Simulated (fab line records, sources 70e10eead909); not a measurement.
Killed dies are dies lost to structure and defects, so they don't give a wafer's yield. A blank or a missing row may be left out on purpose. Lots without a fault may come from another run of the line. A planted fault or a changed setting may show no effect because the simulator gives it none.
Chamber matching | flow nand_harc | NHARC_A_M0_ETCH_34 on rie_diel-06: 4 sister chambers
The step etches the open film in N2/H2, target depth 40 nm, overetch 12 nm, time 43.94 s. 14 wafers are shown with their chamber, then 7 later ones without.

WAFERS WITH THEIR CHAMBER
wafer  | chamber | rf_vpp_V (V) | oes_product_au (a.u.) | throttle_valve_pct (%)
L613.2 | 3       | 430.9        | 1.013                 | 14.165
L613.3 | 0       | 426.8        | 0.999                 | 14.162
L613.5 | 1       | 430.0        | 0.990                 | 14.159
L614.2 | 1       | 429.4        | 0.996                 | 14.159
L614.5 | 3       | 429.3        | 1.008                 | 14.196
L614.6 | 2       | 431.9        | 1.001                 | 14.166
L616.2 | 0       | 427.1        | 0.994                 | 14.164
L616.3 | 3       | 431.2        | 1.004                 | 14.175
L616.4 | 1       | 430.0        | 0.994                 | 14.180
L620.2 | 2       | 432.9        | 0.993                 | 14.148
L620.3 | 3       | 431.1        | 1.005                 | 14.178
L620.5 | 3       | 429.4        | 0.997                 | 14.181
L619.1 | 3       | 431.9        | 1.003                 | 14.168
L619.2 | 0       | 425.5        | 0.997                 | 14.162

SIGNATURES (means of the wafers above)
reading            | chamber 0 | chamber 1 | chamber 2 | chamber 3 | scatter within a chamber
rf_vpp_V           | 426.467   | 429.800   | 432.400   | 430.633   | 0.877
oes_product_au     | 0.99667   | 0.99333   | 0.99700   | 1.00500   | 0.00453
throttle_valve_pct | 14.16267  | 14.16600  | 14.15700  | 14.17717  | 0.0103
Rule: a wafer's distance from a chamber is the root of the sum, over the readings, of the square of ((its reading less the chamber's mean) divided by the reading's scatter). The wafer belongs to the nearest chamber; if the next one is less than 2 further off, it can't be placed. The scatter: the root of (the sum of the squares of (reading less its chamber's mean) over the shown wafers, divided by (wafers less chambers)).

WAFERS WITHOUT THEIR CHAMBER
wafer  | rf_vpp_V (V) | oes_product_au (a.u.) | throttle_valve_pct (%)
L619.6 | 425.5        | 0.998                 | 14.171
L621.2 | 429.5        | 1.003                 | 14.189
L621.3 | 427.2        | 0.999                 | 14.186
L621.5 | 429.9        | 0.988                 | 14.164
L632.3 | 434.1        | 0.999                 | 14.158
L632.5 | 431.1        | 0.994                 | 14.185
L632.6 | 433.7        | 0.992                 | 14.180

WHICH CHAMBER EACH WENT THROUGH
wafer  | from the rows above          | in truth
L619.6 | 0                            | 0
L621.2 | can't be placed: 3 or 1      | 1
L621.3 | can't be placed: 0 or 1 or 3 | 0
L621.5 | 1                            | 1
L632.3 | 2                            | 2
L632.5 | can't be placed: 1 or 3 or 2 | 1
L632.6 | can't be placed: 2 or 3 or 1 | 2
Placed correctly: 3 of 7. Can't be placed from these rows: 4 (the true chamber is among the candidates in 4). Placed wrongly: 0.
